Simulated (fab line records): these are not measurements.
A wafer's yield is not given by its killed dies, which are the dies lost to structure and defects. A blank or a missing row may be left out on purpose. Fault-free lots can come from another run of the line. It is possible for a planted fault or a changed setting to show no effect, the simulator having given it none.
Which tool is to blame? ; flow nand_harc ; 18 wafers from 6 lots sampled at 2 of the route's 1159 steps

WHAT EACH GAUGE READ, for each wafer
NHARC_A_SLIT_INSPECT_11.
lot;measured;on;raw_defect_count
L725;day 14 21:41;defect_inspect-02;28 21 31
L730;day 16 08:20;defect_inspect-01;25 34 26
L739;day 18 07:28;defect_inspect-02;18 17 16
L741;day 18 19:02;defect_inspect-01;37 31 37
L744;day 19 22:37;defect_inspect-02;13 23 20
L743;day 19 22:55;defect_inspect-02;14 17 10

WHAT TOOL EACH LOT RAN ON (gives the tool, then ch and the chambers of the sampled wafers, and finally the start)
lot;NHARC_A_SLIT_DEP_25
L725;pecvd-02 ch 0,2, day 14 16:50
L730;pecvd-03 ch 1,2, day 16 04:31
L739;pecvd-01 ch 0,1, day 18 01:01
L741;pecvd-03 ch 1,2, day 18 15:27
L744;pecvd-02 ch 0,2, day 19 19:05
L743;pecvd-02 ch 0,2, day 19 19:21
- NHARC_A_SLIT_DEP_25: deposits SiO2, target thk 200 nm.

THE ANSWER, worked out from the rows above alone
Rule: usual is defined by the lots themselves. The widest of any qualifying gaps counts: lots, ordered by their means at a reading, are off when they make up no more than a third of the lots, leave a main group of 4 or more, and stand apart from it by 3 or more times the standard deviation of that group's means. Not used: any main group whose means are identical at the precision the tables above print for the reading. A lot without any number at a reading at which 4 lots or more have one is off too. The other lots that the step has rows for count as sound.
None of the lots is off at any reading shown; this tells nothing.

WHAT THE SIMULATOR HAD PUT IN
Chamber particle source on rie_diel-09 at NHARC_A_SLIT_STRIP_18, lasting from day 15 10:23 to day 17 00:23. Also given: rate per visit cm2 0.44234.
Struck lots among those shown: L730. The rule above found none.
